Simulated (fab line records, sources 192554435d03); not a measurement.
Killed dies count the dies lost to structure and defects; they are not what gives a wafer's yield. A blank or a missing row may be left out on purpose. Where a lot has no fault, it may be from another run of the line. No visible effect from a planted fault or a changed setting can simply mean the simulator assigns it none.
Problem report, 8D (eight disciplines) form, completed by code + flow n5_finfet + the parts of the form that need people (team, actions taken, sign-off) are left out

== 1. WHAT WENT WRONG ==
Wafers without a fault read 52.0 nm, standard deviation 0.66; trench_depth_nm at N5_STI_FIN_REVEAL_FIN_H_MEAS_10 reads a mean of 56.8 nm on 4 wafers belonging to 2 lots. Relative to the usual mean, that is a shift of +7.3 standard deviations.
First observed at day 6 11:44: wafer L374.1, on ocd-02. At this step, 27 wafers from 10 lots have a number in the record. The rule behind "out" and "out of limits": a value lying over 4 standard deviations away from the usual mean. Any other wafer with a number is counted as sound.

== 2. WHAT THIS IS AND IS NOT ==
| question                    | is                             | is not                                                             |
|-----------------------------|--------------------------------|--------------------------------------------------------------------|
| which readings at this step | trench_depth_nm                | -                                                                  |
| which lots                  | L374, L377                     | L358, L360, L363, L364, L366, L367, L370, L372                     |
| which wafers of those lots  | L374.1, L374.6, L377.1, L377.6 | L374.4, L377.5                                                     |
| read on which gauges        | ocd-01, ocd-02                 | -                                                                  |
| when                        | from day 6 11:44               | up to then (22 sound wafers); but 1 sound wafer of L377 came after |

== 3. THE SUSPECTS, EACH WITH WHAT RULES IT OUT ==
Counting: a tool at a process step up to the reading stays a suspect if it ran every lot that is out. Sound lots after the first of them don't rule it out here, since some wafers of a struck lot are sound.
- ruled out: the gauge at N5_STI_FIN_REVEAL_FIN_H_MEAS_10. 2 gauges (ocd-01, ocd-02) read the wafers that are out.
- ald_sin-02 at N5_STI_FIN_REVEAL_ALD_14 (deposits Si3N4, target thk 3 nm): kept. Every lot that is out went through it, the first being L374 (day 6 03:10); the last sound lot it ran before that was L372 (day 5 17:05).
- vapor_etch-01 at N5_STI_FIN_REVEAL_RECESS_09 (chemistry HF/NH3, target SiO2, afs cycles 11, target depth 42.5 nm, sublimation time 60 s): kept. Every lot that is out went through it, the first being L374 (day 6 09:02); the last sound lot it ran before that was L370 (day 5 10:41).
After counting, ald_sin-02 at N5_STI_FIN_REVEAL_ALD_14 and vapor_etch-01 at N5_STI_FIN_REVEAL_RECESS_09 remain.

== 4. THE CAUSE (what the simulator had put in) ==
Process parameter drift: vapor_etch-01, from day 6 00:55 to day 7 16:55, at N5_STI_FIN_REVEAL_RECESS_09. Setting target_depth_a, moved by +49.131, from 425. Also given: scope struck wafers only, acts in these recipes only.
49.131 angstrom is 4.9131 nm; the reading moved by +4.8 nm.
Counting leaves 2 suspects; this tool is one of them.

== 5. THE EFFECT CHAIN, in route order ==
One row per reading whose mean, taken over the struck wafers that have a number, lies over 3 standard deviations from the usual. Only readings for which the record gives a usual standard deviation are gone through. hours: the time from each lot's start at the first step in this table that gives one to its start at this step, as a median over the lots. sigmas: the change in usual standard deviations.
| hours | step                            | reading         | usual     | on struck wafers | change | sigmas |
|-------|---------------------------------|-----------------|-----------|------------------|--------|--------|
| 0     | N5_STI_FIN_REVEAL_FIN_H_MEAS_10 | trench_depth_nm | 52.0 nm   | 56.8             | +4.8   | +7.3   |
| 115   | N5_BEOL_M4_RC_MEAS_101          | ION_N           | 673 uA/um | 719              | +46    | +4.2   |
| 115   | N5_BEOL_M4_RC_MEAS_101          | ION_P           | 461 uA/um | 497              | +36    | +4.8   |
Later measuring or inspecting steps at which every struck wafer that the step has a row for has a number for every such reading, and none has moved that far: N5_STI_FIN_REVEAL_INSPECT_13.

== 6. WHAT WOULD HAVE CAUGHT IT SOONER ==
Counted from the fault's start at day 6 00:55, it took 11 hours until the first out-of-limits reading at a measuring or inspecting step in this record, taken at day 6 11:44.
An alarm limit of 4 standard deviations would not have fired on the tool readings at N5_STI_FIN_REVEAL_RECESS_09 for which the record gives a usual standard deviation, since none of them was out on any struck wafer.
L377, from the lots that are out (2), started N5_STI_FIN_REVEAL_RECESS_09 on vapor_etch-01 later than day 6 11:44. Holding the tool at that time would have saved it.
